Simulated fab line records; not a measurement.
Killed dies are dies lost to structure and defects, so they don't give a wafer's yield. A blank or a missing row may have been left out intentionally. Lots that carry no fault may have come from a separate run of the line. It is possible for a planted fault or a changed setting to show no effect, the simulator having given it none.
fab line records	flow nand_harc
record: lots: 24	wafers: 72	last_day: 33
route steps=1302 shown P_STI@84 P_CONTACT@237 P_M0@277 P_M1@312
lots that met no fault: from a run of the same line without faults
start_h: the number of hours between the record's first day and the start of the first shown wafer of the lot	wait_h: hours since the lot's step before	" unchanged from the row above	L1.1+2: one row covering several wafers at once	- no value, or no start given	* or withheld: withheld	< > ~ a bound
route shown NAME@n: a module of which the file shows steps, and the number in the route of the first	usual: the fault-free wafers' mean and standard deviation	same: alike in all rows	chamber/n: place in a boat	sites: each site's reading	_std_site: standard deviation across them	_edge_site: the outer-site mean with the inner-site mean subtracted	radius_mm: how far each site lies from the wafer's centre	mask NAME#n: copy n	behind: tool/chamber where the wafer was last shaped	hold: cause of the lot's hold/its duration in hours/its outcome	device: the n, p or np transistor that did not switch	end of line: tests run on the same wafers once the route is complete	for a step that has no rows: nothing shown but its recipe	killed: count of dies lost to structure and defects at first sort (not the wafer's yield)	map: per-die view of a wafer (x killed, . not killed, _ where there is no die)
set.NAME: the setting that was run; set.NAME@STEP: the one run at that earlier step	model.NAME: the simulator's own value behind a step, which no gauge read
the route's steps for a sample of lots (tables are steps, rows are wafers)
services: a tool's chamber out of use, with start hour (start_h, from the record's first day; less than 0 if before it), hours out, and reason
== steps ==
step: NHARC_P_STI_OVL_MEAS_10
usual: overlay_x_nm: -2/6	overlay_y_nm: 0/5.9
lot.wafer	tool	chamber	start_h	wait_h	overlay_x_nm	overlay_y_nm
L074.1	overlay-02	-	45.44	-	-9	4
L074.5	"	-	"	"	-9	5
L074.6	"	-	"	"	-9	5
L075.2	overlay-01	-	56.28	-	-8	-3
L075.3	"	-	"	"	-8	-2
L075.5	"	-	"	"	-7	-2
L076.2	overlay-01	-	64.86	-	6	12
L076.4	"	-	"	"	6	11
L076.6	"	-	"	"	7	12
L077.1	overlay-02	-	72.94	-	-4	-6
L077.3	"	-	"	"	-4	-7
L077.4	"	-	"	"	-4	-7
L078.1	overlay-01	-	86.84	-	-4	7
L078.2	"	-	"	"	-4	8
L078.5	"	-	"	"	-3	8
L079.1	overlay-02	-	93.42	-	4	-2
L079.2	"	-	"	"	4	-3
L079.5	"	-	"	"	4	-3
L080.2	overlay-01	-	112.03	-	-18	-2
L080.3	"	-	"	"	-19	-2
L080.5	"	-	"	"	-18	-2
L081.2	overlay-01	-	117.01	-	3	2
L081.4	"	-	"	"	3	2
L081.6	"	-	"	"	3	2
L082.1	overlay-02	-	123.79	-	4	-1
L082.2	"	-	"	"	3	-1
L082.5	"	-	"	"	4	0
L083.2	overlay-01	-	135.47	-	-1	0
L083.4	"	-	"	"	-1	0
L083.6	"	-	"	"	-1	0
L084.3	overlay-01	-	142.50	-	0	6
L084.4	"	-	"	"	0	6
L084.5	"	-	"	"	0	6
L085.2	overlay-01	-	153.64	-	-6	-7
L085.4	"	-	"	"	-5	-7
L085.6	"	-	"	"	-5	-7
L086.3	overlay-02	-	164.19	-	-8	10
L086.5	"	-	"	"	-10	10
L086.6	"	-	"	"	-9	10
L087.2	overlay-02	-	174.07	-	2	-3
L087.3	"	-	"	"	2	-2
L087.4	"	-	"	"	2	-2
L088.1	overlay-01	-	184.25	-	1	-13
L088.5	"	-	"	"	2	-12
L088.6	"	-	"	"	1	-13
L089.3	overlay-02	-	194.38	-	-4	-3
L089.4	"	-	"	"	-4	-3
L089.5	"	-	"	"	-4	-3
L090.2	overlay-02	-	201.92	-	9	-1
L090.3	"	-	"	"	8	0
L090.4	"	-	"	"	9	-1
L091.2	overlay-01	-	212.58	-	1	6
L091.4	"	-	"	"	1	5
L091.6	"	-	"	"	1	5
L092.1	overlay-02	-	222.35	-	-8	-7
L092.3	"	-	"	"	-7	-8
L092.6	"	-	"	"	-7	-7
L093.1	overlay-01	-	236.17	-	3	-4
L093.2	"	-	"	"	3	-5
L093.4	"	-	"	"	3	-4
L094.1	overlay-01	-	248.05	-	3	-6
L094.2	"	-	"	"	2	-6
L094.6	"	-	"	"	2	-6
L095.3	overlay-01	-	253.06	-	-6	-2
L095.4	"	-	"	"	-6	-2
L095.6	"	-	"	"	-6	-2
L097.3	overlay-02	-	269.20	-	-3	5
L097.4	"	-	"	"	-3	5
L097.5	"	-	"	"	-2	5
L096.3	overlay-01	-	269.25	-	4	2
L096.4	"	-	"	"	4	2
L096.5	"	-	"	"	4	2
step: NHARC_P_CONTACT_ETCH_36
recipe: target_depth_a: 2600	over_etch_frac: 0.25	time_s: 406.25	ion_energy_ev: 200	n2_flow_sccm: 150	h2_flow_sccm: 150	ar_flow_sccm: 0	rf_w: 400	bias_w: 150	chemistry: N2/H2
usual: drypump_motor_current_A: 5.90/0.27	mfc_ar_sccm: 0.009/0.011	n2_flow_sccm: 149.9/0.47	oes_product_au: 1.001/0.0098	rf_vpp_V: 431.1/1.7	showerhead_plenum_p_Torr: 2.06/0.052	throttle_valve_pct: 14.173/0.0088
lot.wafer	tool	chamber	start_h	wait_h	drypump_motor_current_A	mfc_ar_sccm	n2_flow_sccm	oes_product_au	rf_hours_counter_h	rf_vpp_V	showerhead_plenum_p_Torr	throttle_valve_pct
L074.1	rie_diel-01	1	-	-	5.57	0	149.9	0.998	2.9	432.8	2.10	14.180
L074.6	"	2	"	"	6.10	0.021	150.1	0.996	-	431.0	2.09	14.178
L074.5	"	3	"	"	5.44	0	150.0	0.991	-	431.5	2.08	14.169
L075.3	rie_diel-01	1	-	-	5.56	0	149.3	0.999	3.3	431.9	2.10	14.176
L075.2	"	2	"	"	6.12	0.021	149.2	0.993	3.1	430.3	2.09	14.145
L075.5	"	0	"	"	6.01	0	149.7	0.992	-	433.4	2.15	14.173
L076.2	rie_diel-05	0	-	-	6.28	0	150.3	1.002	3.7	428.3	1.98	14.177
L076.4	"	2	"	"	6.29	0.018	150.5	1.012	3.9	429.2	1.99	14.174
L076.6	"	0	"	"	6.27	0	150.5	1.008	-	429.6	1.98	14.163
L077.1	rie_diel-04	3	143.51	0.2	5.74	0.018	149.3	0.998	0.9	429.8	2.06	14.184
L077.4	"	0	"	"	6.09	0.018	150.4	0.991	-	430.6	2.04	14.181
L077.3	"	3	"	"	5.72	0.018	150.1	0.989	-	430.9	2.06	14.175
L078.1	rie_diel-05	2	-	-	6.32	0.018	149.5	0.997	4.9	430.7	1.99	14.184
L078.2	"	0	"	"	6.27	0	150.1	0.998	5.0	429.3	1.98	14.165
L078.5	"	2	"	"	6.31	0.018	149.9	0.996	-	429.1	1.99	14.186
L079.1	rie_diel-01	3	-	-	5.46	0	149.8	0.981	3.4	430.5	2.08	14.178
L079.2	"	1	"	"	5.62	0	149.7	0.997	4.1	433.1	2.10	14.187
L079.5	"	3	"	"	5.46	0	149.9	0.981	-	433.0	2.08	14.148
L081.2	rie_diel-05	2	-	-	6.31	0.018	150.2	0.998	6.2	429.2	1.99	14.163
L081.4	"	3	"	"	5.57	0	150.4	1.011	5.7	433.0	2.10	14.174
L081.6	"	2	"	"	6.30	0.018	150.6	1.008	-	428.1	1.99	14.172
L080.3	rie_diel-04	0	-	-	6.07	0.018	150.0	1.007	0.1	428.7	2.04	14.172
L080.2	"	2	"	"	6.02	0.035	149.8	1.013	0.1	431.5	2.12	14.161
L080.5	"	0	"	"	6.06	0.018	150.3	1.015	-	430.4	2.04	14.170
L082.1	rie_diel-04	2	-	-	6.00	0.035	149.6	1.005	0.4	432.3	2.12	14.166
L082.2	"	3	"	"	5.72	0.018	150.0	1.018	0.4	430.2	2.06	14.171
L082.5	"	2	"	"	5.98	0.035	149.6	1.016	-	432.9	2.12	14.173
L083.4	rie_diel-05	3	-	-	5.57	0	150.3	1.008	8.1	433.0	2.10	14.178
L083.2	"	0	"	"	6.21	0	150.2	0.991	8.4	429.5	1.98	14.178
L083.6	"	2	"	"	6.31	0.018	150.2	0.987	-	429.7	1.99	14.169
L084.3	rie_diel-01	3	-	-	5.44	0	150.4	0.987	0.1	432.4	2.08	14.179
L084.4	"	0	"	"	6.04	0	150.1	1.009	0.1	432.3	2.15	14.172
L084.5	"	2	"	"	6.07	0.021	150.4	0.994	-	432.9	2.08	14.176
L085.2	rie_diel-04	1	-	-	5.91	0	149.7	1.010	1.5	427.0	1.97	14.154
L085.4	"	2	"	"	5.98	0.035	150.5	1.006	1.4	433.2	2.12	14.174
L085.6	"	0	"	"	6.06	0.018	149.0	1.005	-	431.1	2.04	14.171
L086.3	rie_diel-01	2	-	-	6.10	0.021	149.3	0.986	0.9	431.9	2.08	14.174
L086.5	"	1	"	"	5.58	0	149.6	0.992	-	432.7	2.10	14.177
L086.6	"	2	"	"	6.08	0.021	148.8	0.983	-	430.8	2.08	14.163
L088.1	rie_diel-01	3	-	-	5.43	0	149.5	1.003	1.5	431.3	2.08	14.169
L088.5	"	1	"	"	5.58	0	150.6	1.000	-	430.5	2.10	14.170
L088.6	"	2	"	"	6.07	0.021	149.9	0.990	-	431.4	2.08	14.172
L087.4	rie_diel-04	1	-	-	5.95	0	149.5	0.998	2.5	428.1	1.97	14.192
L087.2	"	2	"	"	5.97	0.035	150.5	1.005	2.4	432.7	2.12	14.181
L087.3	"	3	"	"	5.70	0.018	149.1	1.012	2.1	431.4	2.06	14.177
L089.3	rie_diel-01	1	-	-	5.60	0	150.3	0.994	2.1	431.8	2.10	14.182
L089.5	"	3	"	"	5.44	0	150.5	0.997	-	430.8	2.08	14.175
L089.4	"	1	"	"	5.62	0	150.1	0.975	-	432.6	2.10	14.175
L090.3	rie_diel-01	3	-	-	5.45	0	150.2	1.007	2.4	430.9	2.08	14.182
L090.2	"	1	"	"	5.55	0	151.1	1.001	2.8	432.8	2.10	14.185
L090.4	"	2	"	"	6.10	0.021	149.6	1.002	3.0	431.5	2.08	14.191
L091.2	rie_diel-04	1	-	-	5.91	0	149.1	1.008	3.3	428.3	1.97	14.158
L091.4	"	3	"	"	5.73	0.018	150.3	1.007	2.9	429.9	2.06	14.164
L091.6	"	1	"	"	5.94	0	149.6	1.010	-	428.2	1.97	14.185
L092.1	rie_diel-01	1	-	-	5.57	0	150.0	0.994	3.2	432.0	2.10	14.165
L092.3	"	2	"	"	6.10	0.021	149.5	1.007	3.4	430.3	2.08	14.181
L092.6	"	2	"	"	6.09	0.021	149.3	1.000	-	429.2	2.08	14.164
L093.4	rie_diel-05	1	-	-	5.96	0	149.2	0.989	1.9	432.2	2.09	14.195
L093.1	"	3	"	"	5.54	0	150.3	1.005	2.4	431.8	2.10	14.171
L093.2	"	0	"	"	6.28	0	149.1	0.999	2.2	429.4	1.98	14.182
L094.2	rie_diel-04	0	-	-	6.07	0.018	149.1	1.003	3.7	431.1	2.04	14.166
L094.1	"	3	"	"	5.71	0.018	149.6	1.012	3.6	431.2	2.06	14.180
L094.6	"	0	"	"	6.08	0.018	150.4	1.003	-	431.4	2.04	14.188
L095.3	rie_diel-01	0	-	-	6.02	0	150.1	1.009	3.3	433.3	2.15	14.169
L095.4	"	1	"	"	5.61	0	150.2	0.996	4.0	432.6	2.10	14.169
L095.6	"	3	"	"	5.46	0	150.0	0.998	-	431.6	2.08	14.172
L096.3	rie_diel-05	0	-	-	6.24	0	149.5	1.002	3.7	428.5	1.98	14.174
L096.4	"	1	"	"	5.97	0	150.1	1.008	3.3	432.0	2.09	14.173
L096.5	"	2	"	"	6.30	0.018	149.3	0.992	-	429.0	1.99	14.190
L097.3	rie_diel-05	2	-	-	6.30	0.018	150.4	0.990	4.2	430.0	1.99	14.162
L097.4	"	0	"	"	6.28	0	150.0	1.001	3.9	428.0	1.98	14.176
L097.5	"	1	"	"	5.97	0	149.5	0.995	-	431.7	2.09	14.176
step: NHARC_P_CONTACT_ETCH_31
recipe: target_depth_a: 300	time_s: 85.7	ion_energy_ev: 120	over_etch_frac: 1	ch3f_flow_sccm: 50	o2_flow_sccm: 30	ar_flow_sccm: 200	rf_w: 500	bias_w: 100	chemistry: CH3F/O2
usual: ch3f_flow_sccm: 50.02/0.15	drypump_motor_current_A: 5.91/0.27	mfc_ar_sccm: 200.0/0.58	oes_product_au: 0.975/0.016	rf_vpp_V: 244.7/1.2	showerhead_plenum_p_Torr: 2.49/0.061	throttle_valve_pct: 20.662/0.0085
lot.wafer	tool	chamber	start_h	wait_h	ch3f_flow_sccm	drypump_motor_current_A	mfc_ar_sccm	oes_product_au	rf_hours_counter_h	rf_vpp_V	showerhead_plenum_p_Torr	throttle_valve_pct
L074.1	rie_diel-01	0	-	-	49.96	6.03	200.7	0.976	2.6	245.5	2.58	20.676
L074.5	"	2	"	"	50.17	6.10	200.1	0.984	-	246.0	2.51	20.647
L074.6	"	3	"	"	49.96	5.45	199.7	0.964	-	245.5	2.50	20.665
L075.3	rie_diel-01	1	-	-	50.02	5.59	200.8	0.998	3.6	244.4	2.52	20.660
L075.2	"	2	"	"	50.13	6.09	200.3	0.971	3.3	244.9	2.51	20.668
L075.5	"	1	"	"	50.03	5.59	199.6	1.008	-	245.2	2.52	20.662
L076.2	rie_diel-05	1	-	-	50.04	5.96	200.0	0.975	4.3	245.3	2.52	20.671
L076.4	"	0	"	"	49.94	6.24	200.0	0.964	3.9	243.2	2.39	20.670
L076.6	"	1	"	"	49.96	5.98	200.3	0.968	-	244.3	2.52	20.663
L077.1	rie_diel-04	0	-	-	49.98	6.12	199.8	0.995	4.6	244.0	2.46	20.662
L077.4	"	3	"	"	50.27	5.72	199.2	0.997	-	245.7	2.48	20.656
L077.3	"	0	"	"	50.05	6.11	199.3	0.985	-	244.3	2.46	20.647
L078.1	rie_diel-05	0	-	-	50.48	6.25	200.3	0.968	5.2	242.6	2.39	20.666
L078.2	"	3	"	"	50.17	5.57	199.9	0.980	4.7	245.5	2.53	20.661
L078.5	"	1	"	"	50.28	5.96	199.9	0.975	-	247.6	2.52	20.653
L079.2	rie_diel-01	3	-	-	50.11	5.44	200.4	0.972	3.7	244.8	2.50	20.664
L079.1	"	0	"	"	49.77	6.02	199.4	0.962	3.9	247.0	2.58	20.664
L079.5	"	3	"	"	49.96	5.44	199.4	0.970	-	244.3	2.50	20.672
L081.2	rie_diel-05	1	-	-	49.82	5.97	199.4	0.964	7.0	245.7	2.52	20.654
L081.4	"	2	"	"	49.93	6.31	199.1	0.964	6.5	244.6	2.40	20.665
L081.6	"	3	"	"	50.00	5.61	198.9	0.968	-	245.0	2.53	20.658
L080.2	rie_diel-04	0	-	-	50.18	6.09	200.7	0.989	0.3	244.4	2.46	20.661
L080.3	"	3	"	"	50.04	5.69	200.9	0.993	0.3	245.8	2.48	20.667
L080.5	"	1	"	"	50.19	5.95	199.8	0.995	-	242.7	2.38	20.664
L082.2	rie_diel-04	1	-	-	49.89	5.95	200.5	1.006	0.7	242.9	2.38	20.665
L082.1	"	0	"	"	50.23	6.08	200.0	0.985	0.6	243.8	2.46	20.675
L082.5	"	2	"	"	49.99	6.00	201.5	0.980	-	244.9	2.55	20.668
L083.2	rie_diel-05	3	-	-	50.06	5.59	200.7	0.958	8.3	245.8	2.52	20.658
L083.4	"	1	"	"	50.16	5.97	199.0	0.956	9.2	244.2	2.52	20.655
L083.6	"	0	"	"	49.99	6.30	200.3	0.958	-	243.2	2.39	20.654
L084.3	rie_diel-01	0	-	-	49.86	6.03	199.5	0.978	0.2	246.0	2.58	20.643
L084.4	"	1	"	"	49.99	5.60	200.1	0.982	0.3	245.2	2.52	20.672
L084.5	"	1	"	"	50.01	5.59	199.9	0.970	-	246.2	2.52	20.665
L085.2	rie_diel-04	0	-	-	50.21	6.08	200.5	0.968	1.6	244.7	2.46	20.661
L085.4	"	1	"	"	50.03	5.98	199.7	0.973	1.8	243.3	2.38	20.660
L085.6	"	1	"	"	50.04	6.01	200.2	0.988	-	242.9	2.38	20.651
L086.3	rie_diel-01	1	-	-	49.98	5.60	199.5	0.978	1.1	244.7	2.52	20.661
L086.6	"	0	"	"	49.85	6.00	199.9	0.978	-	245.5	2.58	20.659
L086.5	"	1	"	"	49.97	5.59	199.7	0.978	-	244.6	2.52	20.661
L088.1	rie_diel-01	2	-	-	50.19	6.09	200.6	0.944	2.2	245.2	2.51	20.657
L088.5	"	0	"	"	49.81	6.03	199.9	0.936	-	245.2	2.58	20.668
L088.6	"	1	"	"	49.81	5.57	199.7	0.925	-	246.1	2.52	20.670
L087.3	rie_diel-04	2	-	-	49.95	6.02	200.9	0.963	2.6	246.0	2.55	20.677
L087.4	"	3	"	"	50.16	5.71	200.3	0.955	2.3	243.8	2.48	20.661
L087.2	"	0	"	"	49.91	6.09	200.4	0.975	2.5	244.8	2.46	20.678
L089.3	rie_diel-01	1	-	-	49.97	5.60	199.8	0.953	2.4	244.5	2.52	20.673
L089.4	"	2	"	"	49.86	6.11	201.1	0.967	-	245.1	2.51	20.661
L089.5	"	1	"	"	49.94	5.59	200.1	0.978	-	245.1	2.52	20.656
L090.4	rie_diel-01	0	-	-	50.03	6.02	200.0	0.968	2.3	244.1	2.58	20.664
L090.2	"	1	"	"	50.05	5.60	199.7	0.962	3.0	244.6	2.52	20.659
L090.3	"	3	"	"	50.02	5.44	200.5	0.991	2.8	244.4	2.50	20.655
L091.2	rie_diel-04	1	-	-	50.07	5.97	199.8	0.994	3.6	244.5	2.38	20.666
L091.4	"	0	"	"	49.94	6.08	199.6	0.986	3.2	244.4	2.46	20.665
L091.6	"	1	"	"	50.07	5.92	200.1	0.984	-	244.1	2.38	20.668
L092.1	rie_diel-01	3	-	-	50.09	5.45	200.3	0.985	3.3	244.6	2.50	20.665
L092.3	"	0	"	"	50.26	6.03	200.4	0.989	2.8	247.1	2.58	20.668
L092.6	"	2	"	"	50.05	6.08	200.6	0.986	-	245.7	2.51	20.659
L093.2	rie_diel-05	1	-	-	50.28	5.97	199.6	0.986	2.1	244.0	2.52	20.664
L093.4	"	2	"	"	49.96	6.31	200.4	0.993	2.3	244.1	2.40	20.641
L093.1	"	3	"	"	50.11	5.56	199.3	0.981	2.6	244.0	2.52	20.676
L094.2	rie_diel-04	2	-	-	49.96	5.99	200.1	0.988	4.0	246.0	2.55	20.669
L094.1	"	0	"	"	50.00	6.10	198.9	1.003	4.0	242.4	2.46	20.653
L094.6	"	2	"	"	49.69	6.03	200.1	0.987	-	244.8	2.55	20.662
L095.4	rie_diel-01	1	-	-	50.11	5.61	199.8	0.985	4.2	244.6	2.52	20.668
L095.3	"	2	"	"	50.11	6.06	200.4	0.970	4.6	245.6	2.51	20.668
L095.6	"	1	"	"	49.90	5.60	200.0	0.977	-	246.0	2.52	20.656
L096.3	rie_diel-05	3	-	-	50.14	5.56	200.3	0.963	4.3	245.6	2.52	20.680
L096.4	"	0	"	"	49.90	6.28	199.4	0.968	3.8	244.2	2.39	20.669
L096.5	"	2	"	"	50.10	6.29	200.6	0.972	-	242.7	2.40	20.656
L097.3	rie_diel-05	2	-	-	49.87	6.30	201.4	0.955	4.5	242.3	2.40	20.674
L097.4	"	0	"	"	50.05	6.29	198.4	0.981	4.1	242.6	2.39	20.659
L097.5	"	2	"	"	50.02	6.30	199.9	0.964	-	243.3	2.40	20.651
step: NHARC_P_M0_ANNEAL_30
recipe: temp_c: 225	time_s: 90
usual: wafer_temp_C_max: 226.1/0.44
lot.wafer	tool	chamber	start_h	wait_h	wafer_temp_C_max
L074.1	rtp_anneal-02	0	124.19	-	226.7
L074.5	"	0	"	"	226.6
L074.6	"	0	"	"	226.3
L075.2	rtp_anneal-02	0	131.53	-	226.6
L075.3	"	0	"	"	226.1
L075.5	"	0	"	"	226.4
L076.2	rtp_anneal-01	0	147.27	-	226.1
L076.4	"	0	"	"	225.7
L076.6	"	0	"	"	226.1
L077.1	rtp_anneal-01	0	149.36	0.4	225.6
L077.3	"	0	"	"	225.6
L077.4	"	0	"	"	225.5
L078.1	rtp_anneal-01	0	167.36	-	225.7
L078.2	"	0	"	"	226.0
L078.5	"	0	"	"	225.3
L079.1	rtp_anneal-02	0	175.32	-	225.9
L079.2	"	0	"	"	226.3
L079.5	"	0	"	"	226.3
L081.2	rtp_anneal-01	0	191.20	0.4	225.2
L081.4	"	0	"	"	225.3
L081.6	"	0	"	"	225.3
L080.2	rtp_anneal-01	0	194.75	0.4	225.9
L080.3	"	0	"	"	225.8
L080.5	"	0	"	"	225.6
L082.1	rtp_anneal-01	0	200.68	-	225.7
L082.2	"	0	"	"	225.8
L082.5	"	0	"	"	225.8
L083.2	rtp_anneal-01	0	215.76	-	225.4
L083.4	"	0	"	"	225.4
L083.6	"	0	"	"	225.6
L084.3	rtp_anneal-01	0	220.12	0.3	225.7
L084.4	"	0	"	"	225.6
L084.5	"	0	"	"	225.5
L085.2	rtp_anneal-01	0	232.07	0.3	225.4
L085.4	"	0	"	"	225.4
L085.6	"	0	"	"	225.6
L086.3	rtp_anneal-02	0	241.30	-	226.2
L086.5	"	0	"	"	226.5
L086.6	"	0	"	"	226.3
L088.1	rtp_anneal-02	0	266.86	0.3	226.7
L088.5	"	0	"	"	226.2
L088.6	"	0	"	"	226.3
L087.2	rtp_anneal-02	0	267.42	0.4	226.7
L087.3	"	0	"	"	226.8
L087.4	"	0	"	"	226.5
L089.3	rtp_anneal-02	0	274.89	0.3	226.8
L089.4	"	0	"	"	226.5
L089.5	"	0	"	"	226.6
L090.2	rtp_anneal-02	0	286.09	-	226.2
L090.3	"	0	"	"	226.5
L090.4	"	0	"	"	227.1
L091.2	rtp_anneal-01	0	301.22	0.3	226.2
L091.4	"	0	"	"	225.9
L091.6	"	0	"	"	225.7
L092.1	rtp_anneal-02	0	301.56	-	226.0
L092.3	"	0	"	"	226.4
L092.6	"	0	"	"	226.3
L093.1	rtp_anneal-02	0	313.50	0.3	226.4
L093.2	"	0	"	"	226.3
L093.4	"	0	"	"	226.7
L094.1	rtp_anneal-02	0	325.04	-	226.6
L094.2	"	0	"	"	226.0
L094.6	"	0	"	"	226.9
L095.3	rtp_anneal-02	0	330.54	-	226.5
L095.4	"	0	"	"	226.6
L095.6	"	0	"	"	226.0
L096.3	rtp_anneal-01	0	349.79	-	226.0
L096.4	"	0	"	"	226.0
L096.5	"	0	"	"	225.5
L097.3	rtp_anneal-02	0	356.18	-	226.2
L097.4	"	0	"	"	226.7
L097.5	"	0	"	"	225.7
step: NHARC_P_M1_THK_MEAS_24
recipe: thk_meas_gauge: xrf
usual: thk_nm: 157.6/1.6
lot.wafer	tool	chamber	start_h	wait_h	thk_nm
L074.1	film_metro-01	-	129.04	-	158.8
L074.5	"	-	"	"	157.5
L074.6	"	-	"	"	159.9
L075.2	film_metro-02	-	136.31	-	162.2
L075.3	"	-	"	"	156.9
L075.5	"	-	"	"	158.4
L076.2	film_metro-01	-	152.04	-	157.4
L076.4	"	-	"	"	157.2
L076.6	"	-	"	"	156.0
L077.1	film_metro-02	-	154.21	-	156.6
L077.3	"	-	"	"	158.0
L077.4	"	-	"	"	155.1
L078.1	film_metro-01	-	172.04	-	159.9
L078.2	"	-	"	"	157.7
L078.5	"	-	"	"	159.6
L079.1	film_metro-01	-	180.15	-	159.6
L079.2	"	-	"	"	162.1
L079.5	"	-	"	"	159.3
L081.2	film_metro-02	-	196.28	-	155.7
L081.4	"	-	"	"	158.2
L081.6	"	-	"	"	155.9
L080.2	film_metro-01	-	199.81	-	157.9
L080.3	"	-	"	"	158.6
L080.5	"	-	"	"	158.7
L082.1	film_metro-02	-	205.51	-	159.0
L082.2	"	-	"	"	155.0
L082.5	"	-	"	"	158.6
L083.2	film_metro-01	-	220.56	-	155.6
L083.4	"	-	"	"	155.7
L083.6	"	-	"	"	156.9
L084.3	film_metro-01	-	224.91	-	159.4
L084.4	"	-	"	"	155.0
L084.5	"	-	"	"	156.6
L085.2	film_metro-01	-	236.83	-	157.2
L085.4	"	-	"	"	158.7
L085.6	"	-	"	"	156.7
L086.3	film_metro-01	-	246.01	-	159.2
L086.5	"	-	"	"	159.1
L086.6	"	-	"	"	158.8
L088.1	film_metro-01	-	272.07	-	156.0
L088.5	"	-	"	"	156.8
L088.6	"	-	"	"	157.2
L087.2	film_metro-01	-	272.29	-	158.6
L087.3	"	-	"	"	157.1
L087.4	"	-	"	"	158.4
L089.3	film_metro-01	-	279.72	-	158.6
L089.4	"	-	"	"	159.3
L089.5	"	-	"	"	156.2
L090.2	film_metro-02	-	290.85	-	158.3
L090.3	"	-	"	"	157.3
L090.4	"	-	"	"	156.2
L091.2	film_metro-01	-	305.97	-	157.7
L091.4	"	-	"	"	157.3
L091.6	"	-	"	"	156.1
L092.1	film_metro-02	-	306.45	-	155.4
L092.3	"	-	"	"	158.7
L092.6	"	-	"	"	157.2
L093.1	film_metro-01	-	318.16	-	154.5
L093.2	"	-	"	"	157.1
L093.4	"	-	"	"	156.2
L094.1	film_metro-02	-	330.09	-	158.8
L094.2	"	-	"	"	156.9
L094.6	"	-	"	"	158.1
L095.3	film_metro-01	-	335.24	-	159.0
L095.4	"	-	"	"	156.2
L095.6	"	-	"	"	156.0
L096.3	film_metro-02	-	354.52	-	156.5
L096.4	"	-	"	"	158.4
L096.5	"	-	"	"	156.5
L097.3	film_metro-02	-	361.17	-	155.3
L097.4	"	-	"	"	156.7
L097.5	"	-	"	"	158.4
step: NHARC_P_M1_DEP_33
recipe: target_thk_a: 300	temp_c: 370	target_thk_nm: 30	pressure_torr: 3	flow_sccm: 200	rf_w: 450	material: SiCN
usual: heater_power_w: 615/86
lot.wafer	tool	chamber	start_h	wait_h	heater_power_w	since_wet_clean_h
L074.1	pecvd-01	2	129.34	0.1	688	167
L074.5	"	0	"	"	572	-
L074.6	"	1	"	"	686	-
L075.3	pecvd-04	1	136.78	0.1	704	36
L075.2	"	2	"	"	707	36
L075.5	"	1	"	"	693	-
L076.2	pecvd-04	2	152.42	0.1	708	51
L076.4	"	0	"	"	629	-
L076.6	"	2	"	"	705	-
L077.1	pecvd-01	2	154.51	0.1	643	11
L077.3	"	1	"	"	673	11
L077.4	"	2	"	"	651	-
L078.1	pecvd-01	0	172.39	0.1	542	29
L078.2	"	1	"	"	674	29
L078.5	"	2	"	"	654	-
L079.2	pecvd-02	0	180.46	0.1	528	121
L079.1	"	2	"	"	536	121
L079.5	"	2	"	"	538	-
L081.2	pecvd-04	0	196.66	0.1	567	95
L081.4	"	2	"	"	832	-
L081.6	"	0	"	"	585	-
L080.2	pecvd-04	2	200.27	0.1	812	99
L080.3	"	0	"	"	575	99
L080.5	"	0	"	"	582	-
L082.2	pecvd-02	0	205.81	0.1	570	147
L082.1	"	1	"	"	465	147
L082.5	"	1	"	"	470	-
L083.2	pecvd-04	2	220.95	0.1	823	120
L083.4	"	0	"	"	628	-
L083.6	"	2	"	"	825	-
L084.3	pecvd-02	2	225.40	0.1	573	166
L084.4	"	2	"	"	579	-
L084.5	"	0	"	"	596	-
L085.2	pecvd-04	0	237.22	0.1	601	136
L085.4	"	1	"	"	662	-
L085.6	"	2	"	"	714	-
L086.3	pecvd-01	2	246.40	0.1	675	103
L086.6	"	1	"	"	702	-
L086.5	"	2	"	"	671	-
L088.1	pecvd-01	1	272.38	0.1	602	129
L088.6	"	2	"	"	634	-
L088.5	"	0	"	"	528	-
L087.2	pecvd-02	2	272.68	0.1	525	32
L087.3	"	0	"	"	570	33
L087.4	"	1	"	"	491	-
L089.3	pecvd-01	1	280.11	0.1	693	137
L089.4	"	2	"	"	634	-
L089.5	"	1	"	"	697	-
L090.2	pecvd-02	1	291.16	0.1	512	51
L090.3	"	2	"	"	555	51
L090.4	"	1	"	"	519	-
L091.2	pecvd-01	0	306.32	0.1	573	163
L091.6	"	0	"	"	570	-
L091.4	"	1	"	"	649	-
L092.1	pecvd-02	2	306.89	0.1	526	67
L092.3	"	0	"	"	596	67
L092.6	"	0	"	"	596	-
L093.1	pecvd-04	0	318.51	0.1	584	36
L093.2	"	1	"	"	592	36
L093.4	"	2	"	"	696	-
L094.2	pecvd-04	2	330.44	0.1	747	48
L094.1	"	0	"	"	529	48
L094.6	"	2	"	"	738	-
L095.3	pecvd-04	0	335.58	0.1	552	53
L095.4	"	2	"	"	721	-
L095.6	"	1	"	"	682	-
L096.3	pecvd-04	0	354.86	0.1	489	73
L096.4	"	0	"	"	494	-
L096.5	"	2	"	"	698	-
L097.3	pecvd-04	0	361.55	0.1	577	79
L097.4	"	2	"	"	671	-
L097.5	"	0	"	"	583	-
== services ==
tool	chamber	start_h	hours	kind
rie_diel-04	0	113.09	1.3	repair
pecvd-02	-	113.83	1.2	repair
rie_diel-04	0	120.72	6.6	repair
rie_diel-05	-	125.62	0.8	repair
pecvd-01	-	130.23	13.0	pm
rie_diel-04	1	142.39	2.6	repair
rie_diel-04	2	142.53	5.8	repair
pecvd-04	-	166.00	0.3	repair
rie_diel-04	-	177.90	9.0	pm
rie_diel-01	-	203.80	9.0	pm
pecvd-02	-	227.26	13.0	pm
rie_diel-05	-	229.60	9.0	pm
rie_diel-01	3	238.94	12.9	repair
rie_diel-01	1	245.74	6.8	repair
pecvd-04	-	262.38	0.4	repair
rie_diel-01	0	267.21	9.0	repair
pecvd-01	-	268.25	1.7	repair
pecvd-04	-	269.29	13.0	pm
rie_diel-04	0	299.95	6.7	repair
pecvd-01	-	311.23	13.0	pm
rie_diel-01	0	325.72	5.3	repair
pecvd-04	0	340.78	10.6	repair
pecvd-01	2	342.86	3.7	repair
rie_diel-04	-	354.90	9.0	pm
== key ==
fault none
